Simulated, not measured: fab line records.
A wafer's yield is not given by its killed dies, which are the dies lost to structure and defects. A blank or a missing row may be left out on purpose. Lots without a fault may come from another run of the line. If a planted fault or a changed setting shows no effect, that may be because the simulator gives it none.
What tool caused it?    flow nand-harc    18 wafers from 6 lots sampled at 4 of the route's 1302 steps

WHAT THE GAUGES READ, wafer by wafer
NHARC_A_SGD_CUT_OVL_MEAS_10.
lot   measured      on          overlay-x-nm (nm)
L923  day 21 09:12  overlay-02  -0.8 0.0 -0.4
L929  day 23 09:59  overlay-01  4.5 4.5 4.6
L931  day 24 07:55  overlay-01  3.9 4.1 4.3
L935  day 26 04:37  overlay-02  0.0 0.5 0.0
L937  day 27 00:50  overlay-02  -1.6 -2.2 -1.3
L940  day 28 04:29  overlay-02  -1.5 -1.7 -1.5

WHICH TOOL RAN EACH LOT (tool, then ch and the chambers of the sampled wafers, then the start)
lot   NHARC_A_STAIRCASE_DESCUM_443        NHARC_A_STAIRCASE_CMP_472      NHARC_A_SGD_CUT_EXPOSE_06
L923  rie-diel-02 ch 0,2, day 21 00:05    cmp-03 ch 0,1,3, day 21 08:10  arfi-scanner-02 ch 0, day 21 08:59
L929  rie-diel-13 ch 0,1,2, day 23 01:59  cmp-04 ch 1,2, day 23 08:45    arfi-scanner-02 ch 0, day 23 09:46
L931  rie-diel-13 ch 2,3, day 23 21:00    cmp-04 ch 0,3, day 24 06:42    arfi-scanner-02 ch 0, day 24 07:40
L935  rie-diel-13 ch 0,1,3, day 25 20:41  cmp-03 ch 0,1,2, day 26 03:31  arfi-scanner-03 ch 0, day 26 04:23
L937  rie-diel-13 ch 1,2,3, day 26 16:59  cmp-02 ch 0,1,3, day 26 23:44  arfi-scanner-03 ch 0, day 27 00:37
L940  rie-diel-13 ch 0,1,2, day 27 20:34  cmp-02 ch 0,2, day 28 03:16    arfi-scanner-03 ch 0, day 28 04:15
- NHARC_A_STAIRCASE_DESCUM_443: chemistry O2, time 3 s.
- NHARC_A_STAIRCASE_CMP_472: polishes SiO2.
- NHARC_A_SGD_CUT_EXPOSE_06: exposes mask SGD.

THE ANSWER, worked out from the rows above alone
Rule: what is usual is taken from the lots themselves. Put in order of their means at a reading, lots are off if they are a third of the lots or fewer, leave a main group of 4 or more, and stand apart from it by a gap of 3 or more times the standard deviation of the main group's means; of several such gaps the widest counts. Not used: any main group whose means are identical at the precision the tables above print for the reading. A lot without any number at a reading at which 4 lots or more have one is off too. Any other lot the step has rows for is counted as sound.
Off, at NHARC_A_SGD_CUT_OVL_MEAS_10 on overlay-x-nm: L929, L931. Main group: mean -0.9 nm, sd 0.79.
If a tool, at a process step before that reading, ran all the lots that are off and no sound lot after the first of them, it fits. Those tools and the gauges at NHARC_A_SGD_CUT_OVL_MEAS_10 are tried in the same way. Can't be told from this: 3 tools fit, cmp-04 at NHARC_A_STAIRCASE_CMP_472, arfi-scanner-02 at NHARC_A_SGD_CUT_EXPOSE_06, overlay-01 at NHARC_A_SGD_CUT_OVL_MEAS_10.

WHAT THE SIMULATOR PUT IN
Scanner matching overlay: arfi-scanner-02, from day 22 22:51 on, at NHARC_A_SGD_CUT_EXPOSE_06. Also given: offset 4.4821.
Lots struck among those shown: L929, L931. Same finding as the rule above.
